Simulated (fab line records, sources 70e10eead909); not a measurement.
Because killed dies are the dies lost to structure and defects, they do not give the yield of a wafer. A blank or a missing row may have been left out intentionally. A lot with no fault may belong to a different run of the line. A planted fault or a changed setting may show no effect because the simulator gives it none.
What tool caused it? / flow nand_harc / at 1 step of a route of 1159, 7 lots with 21 wafers sampled

## WHAT THE GAUGES SHOWED, per wafer
NHARC_P_ZERO_WELL_CD_MEAS_11: the cd target is 500 nm.
lot=L340; measured=day 2 01:23; on=cd_sem-03; cd_nm (nm)=498.8 498.7 501.3
lot=L342; measured=day 2 13:15; on=cd_sem-02; cd_nm (nm)=498.5 497.4 498.0
lot=L346; measured=day 3 13:16; on=cd_sem-03; cd_nm (nm)=502.8 499.5 500.7
lot=L351; measured=day 4 19:16; on=cd_sem-01; cd_nm (nm)=497.8 498.8 496.4
lot=L356; measured=day 6 01:14; on=cd_sem-01; cd_nm (nm)=500.7 499.0 501.8
lot=L359; measured=day 6 19:26; on=cd_sem-01; cd_nm (nm)=498.0 497.1 497.2
lot=L361; measured=day 7 07:07; on=cd_sem-03; cd_nm (nm)=497.8 501.0 500.4

## WHAT TOOL EACH LOT RAN ON (gives the tool, then ch and the chambers of the sampled wafers, and finally the start)
The record holds no process step before these readings.

## THE ANSWER, worked out from the rows above alone
Rule: what is usual is taken from the lots themselves. Put in order of their means at a reading, lots are off if they are a third of the lots or fewer, leave a main group of 4 or more, and stand apart from it by a gap of 3 or more times the standard deviation of the main group's means; of several such gaps the widest counts. A main group is skipped when, at the precision printed for the reading in the tables above, its means are all equal. Also off: a lot with no number at a reading for which 4 or more lots have one. The other lots that the step has rows for count as sound.
No lot is off at any reading shown: from this, nothing can be told.

## WHAT THE SIMULATOR HAD INSERTED
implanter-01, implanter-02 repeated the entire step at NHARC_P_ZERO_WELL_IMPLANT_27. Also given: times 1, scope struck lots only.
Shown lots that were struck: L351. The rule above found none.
